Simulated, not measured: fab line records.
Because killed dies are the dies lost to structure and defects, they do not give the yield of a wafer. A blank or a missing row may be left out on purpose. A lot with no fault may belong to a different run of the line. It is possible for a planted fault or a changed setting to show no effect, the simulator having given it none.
Which tool was responsible? :: flow nand harc :: 30 wafers from 10 lots sampled at 5 of the route's 1302 steps

## WHAT THE GAUGES READ, wafer by wafer
NHARC_END_SORT_01.
lot: L322
measured: day 25 19:35
on: prober-01
killed at array: 59 72 75

lot: L326
measured: day 27 00:41
on: prober-01
killed at array: 39 34 30

lot: L334
measured: day 29 22:45
on: prober-01
killed at array: 46 52 38

lot: L335
measured: day 31 14:59
on: prober-01
killed at array: 63 70 76

## TOOL THAT RAN EACH LOT (tool first, then ch and the chambers of the sampled wafers, then the start)
lot: L320
NHARC_A_CHANNEL_HOLE_D2_ETCH_38: rie diel-01 ch 0,1,2, day 13 21:41
NHARC_A_CHANNEL_HOLE_D2_ETCH_34: rie diel-01 ch 1,3, day 13 23:39 or earlier
NHARC_A_CHANNEL_HOLE_D2_ETCH_16: rie diel-01 ch 0,2, day 13 23:39 or earlier
NHARC_A_CHANNEL_HOLE_D2_ETCH_22: har etch-02 ch 0,1, day 13 23:39

lot: L322
NHARC_A_CHANNEL_HOLE_D2_ETCH_38: rie diel-01 ch 0,1,2, day 14 15:38
NHARC_A_CHANNEL_HOLE_D2_ETCH_34: rie diel-01 ch 0,1,2, day 14 17:57 or earlier
NHARC_A_CHANNEL_HOLE_D2_ETCH_16: rie diel-01 ch 0,1,2, day 14 17:57 or earlier
NHARC_A_CHANNEL_HOLE_D2_ETCH_22: har etch-02 ch 0,1, day 14 17:57

lot: L325
NHARC_A_CHANNEL_HOLE_D2_ETCH_38: rie diel-01 ch 0,1, day 15 05:21
NHARC_A_CHANNEL_HOLE_D2_ETCH_34: rie diel-01 ch 0,2, day 15 07:44 or earlier
NHARC_A_CHANNEL_HOLE_D2_ETCH_16: rie diel-01 ch 0,2, day 15 07:44 or earlier
NHARC_A_CHANNEL_HOLE_D2_ETCH_22: har etch-02 ch 0,1, day 15 07:44

lot: L326
NHARC_A_CHANNEL_HOLE_D2_ETCH_38: rie diel-10 ch 0,1, day 15 23:51
NHARC_A_CHANNEL_HOLE_D2_ETCH_34: rie diel-10 ch 1,2,3, day 16 01:49 or earlier
NHARC_A_CHANNEL_HOLE_D2_ETCH_16: rie diel-10 ch 1,2,3, day 16 01:49 or earlier
NHARC_A_CHANNEL_HOLE_D2_ETCH_22: har etch-01 ch 1, day 16 01:49

lot: L334
NHARC_A_CHANNEL_HOLE_D2_ETCH_38: rie diel-01 ch 0,2,3, day 19 03:11
NHARC_A_CHANNEL_HOLE_D2_ETCH_34: rie diel-01 ch 1,2,3, day 19 05:08 or earlier
NHARC_A_CHANNEL_HOLE_D2_ETCH_16: rie diel-01 ch 0,3, day 19 05:08 or earlier
NHARC_A_CHANNEL_HOLE_D2_ETCH_22: har etch-01 ch 0,1, day 19 05:08

lot: L335
NHARC_A_CHANNEL_HOLE_D2_ETCH_38: rie diel-01 ch 0,2,3, day 19 21:54
NHARC_A_CHANNEL_HOLE_D2_ETCH_34: rie diel-01 ch 0,1,2, day 20 00:27 or earlier
NHARC_A_CHANNEL_HOLE_D2_ETCH_16: rie diel-01 ch 0,1,2, day 20 00:27 or earlier
NHARC_A_CHANNEL_HOLE_D2_ETCH_22: har etch-02 ch 0,1, day 20 00:27

lot: L338
NHARC_A_CHANNEL_HOLE_D2_ETCH_38: rie diel-05 ch 0,1, day 21 04:39
NHARC_A_CHANNEL_HOLE_D2_ETCH_34: rie diel-05 ch 0,3, day 21 08:17 or earlier
NHARC_A_CHANNEL_HOLE_D2_ETCH_16: rie diel-05 ch 0,3, day 21 08:17 or earlier
NHARC_A_CHANNEL_HOLE_D2_ETCH_22: har etch-01 ch 0,1, day 21 08:17

lot: L339
NHARC_A_CHANNEL_HOLE_D2_ETCH_38: rie diel-10 ch 2,3, day 21 04:57
NHARC_A_CHANNEL_HOLE_D2_ETCH_34: rie diel-10 ch 0,2,3, day 21 11:44 or earlier
NHARC_A_CHANNEL_HOLE_D2_ETCH_16: rie diel-10 ch 0,1,3, day 21 11:44 or earlier
NHARC_A_CHANNEL_HOLE_D2_ETCH_22: har etch-02 ch 0, day 21 11:44

lot: L340
NHARC_A_CHANNEL_HOLE_D2_ETCH_38: rie diel-01 ch 0,2, day 22 01:29
NHARC_A_CHANNEL_HOLE_D2_ETCH_34: rie diel-01 ch 0,2, day 22 04:38 or earlier
NHARC_A_CHANNEL_HOLE_D2_ETCH_16: rie diel-01 ch 0,2,3, day 22 04:38 or earlier
NHARC_A_CHANNEL_HOLE_D2_ETCH_22: har etch-02 ch 0,1, day 22 04:38

lot: L342
NHARC_A_CHANNEL_HOLE_D2_ETCH_38: rie diel-05 ch 1,2,3, day 22 07:55
NHARC_A_CHANNEL_HOLE_D2_ETCH_34: rie diel-05 ch 0,1,2, day 22 09:58 or earlier
NHARC_A_CHANNEL_HOLE_D2_ETCH_16: rie diel-05 ch 0,2,3, day 22 09:58 or earlier
NHARC_A_CHANNEL_HOLE_D2_ETCH_22: har etch-02 ch 0,1, day 22 09:58
- NHARC_A_CHANNEL_HOLE_D2_ETCH_38: etches the open film in CF4, target depth 39 nm, time 65 s.
- NHARC_A_CHANNEL_HOLE_D2_ETCH_34: etches the open film in CF4/CHF3, target depth 154 nm, time 77 s.
- NHARC_A_CHANNEL_HOLE_D2_ETCH_16: etches the open film in O2/COS, target depth 3100 nm, time 806 s.
- NHARC_A_CHANNEL_HOLE_D2_ETCH_22: etches the open film in C4F8/O2/Ar, time 666.7 s, target depth 1600 nm.

## THE ANSWER, worked out from the rows above alone
Rule: usual is defined by the lots themselves. The widest of any qualifying gaps counts: lots, ordered by their means at a reading, are off when they make up no more than a third of the lots, leave a main group of 4 or more, and stand apart from it by 3 or more times the standard deviation of that group's means. A main group is skipped when, at the precision printed for the reading in the tables above, its means are all equal. A lot without any number at a reading at which 4 lots or more have one is off too. Where the step has rows for the other lots, those lots are counted as sound.
None of the lots is off at any reading shown; this tells nothing.

## WHAT HAD BEEN PUT IN BY THE SIMULATOR
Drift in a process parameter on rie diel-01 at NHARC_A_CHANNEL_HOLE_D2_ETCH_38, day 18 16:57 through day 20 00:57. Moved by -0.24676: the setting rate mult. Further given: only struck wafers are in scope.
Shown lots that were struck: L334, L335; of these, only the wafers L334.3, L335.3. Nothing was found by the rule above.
